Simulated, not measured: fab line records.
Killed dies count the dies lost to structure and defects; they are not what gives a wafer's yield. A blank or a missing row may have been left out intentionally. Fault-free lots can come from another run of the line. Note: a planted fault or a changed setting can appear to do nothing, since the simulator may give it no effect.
Matching of chambers	flow n5_finfet	N5_BEOL_M4_ETCH_69 on rie_diel-06: 4 sister chambers
The step etches SiARC in CF4, target depth 15.6 nm, time 26 s. 24 wafers are shown with their chamber, then 12 later ones without.

WAFERS, EACH WITH ITS CHAMBER
wafer	chamber	showerhead_plenum_p_Torr (Torr)	drypump_motor_current_A (A)	etch_rf_on_time_s (s)
L074.2	1	2.27	6.1	25.2
L074.3	0	2.23	5.1	26.4
L074.6	2	2.20	5.5	26.1
L076.1	3	2.13	5.6	24.9
L076.4	0	2.23	5.1	26.5
L076.6	0	2.23	5.2	26.7
L075.2	1	2.27	6.1	25.4
L075.5	0	2.23	5.1	26.3
L075.6	3	2.13	5.7	24.6
L077.2	3	2.13	5.7	24.8
L077.5	0	2.23	5.2	26.6
L077.6	1	2.27	6.1	25.6
L079.1	3	2.13	5.6	25.0
L079.2	0	2.23	5.2	26.9
L079.4	2	2.20	5.6	26.4
L080.1	0	2.23	5.1	26.9
L080.3	3	2.13	5.7	25.0
L080.4	3	2.13	5.6	25.0
L083.1	2	2.20	5.5	25.6
L083.5	1	2.26	6.0	25.4
L083.6	2	2.20	5.6	25.7
L084.3	2	2.20	5.6	25.7
L084.4	1	2.26	6.0	25.4
L084.5	1	2.26	6.0	25.5

SIGNATURES (averages over the wafers above)
reading	chamber 0	chamber 1	chamber 2	chamber 3	scatter within a chamber
showerhead_plenum_p_Torr	2.2300	2.2650	2.2000	2.1300	0.00274
drypump_motor_current_A	5.143	6.050	5.560	5.650	0.0544
etch_rf_on_time_s	26.614	25.417	25.900	24.883	0.224
Rule: for each reading, subtract the chamber's mean from the wafer's reading, divide by that reading's scatter and square the result; add these up over the readings and take the root, which gives the wafer's distance from the chamber. The wafer belongs to the nearest chamber; if the next one is less than 2 further off, it can't be placed. The scatter: take each reading less its chamber's mean, square it, sum over the shown wafers, divide by the number of wafers less the number of chambers, and take the root.

WAFERS MISSING THEIR CHAMBER
wafer	showerhead_plenum_p_Torr (Torr)	drypump_motor_current_A (A)	etch_rf_on_time_s (s)
L088.2	2.22	5.1	26.5
L088.3	2.19	5.5	25.6
L088.5	2.12	5.7	24.5
L092.2	2.26	6.1	25.4
L092.4	2.22	5.2	26.6
L092.6	2.19	5.5	26.1
L093.2	2.22	5.1	26.5
L093.5	2.22	5.2	26.3
L093.6	2.26	6.0	25.4
L094.1	2.26	6.1	25.8
L094.4	2.22	5.1	26.8
L094.6	2.12	5.7	25.1

CHAMBER TAKEN BY EACH
wafer	from the rows above	in truth
L088.2	0	0
L088.3	2	2
L088.5	3	3
L092.2	1	1
L092.4	0	0
L092.6	2	2
L093.2	0	0
L093.5	0	0
L093.6	1	1
L094.1	1	1
L094.4	0	0
L094.6	3	3
Correct placement for 12 of the 12. From these rows, 0 cannot be placed. 0 placed wrongly.
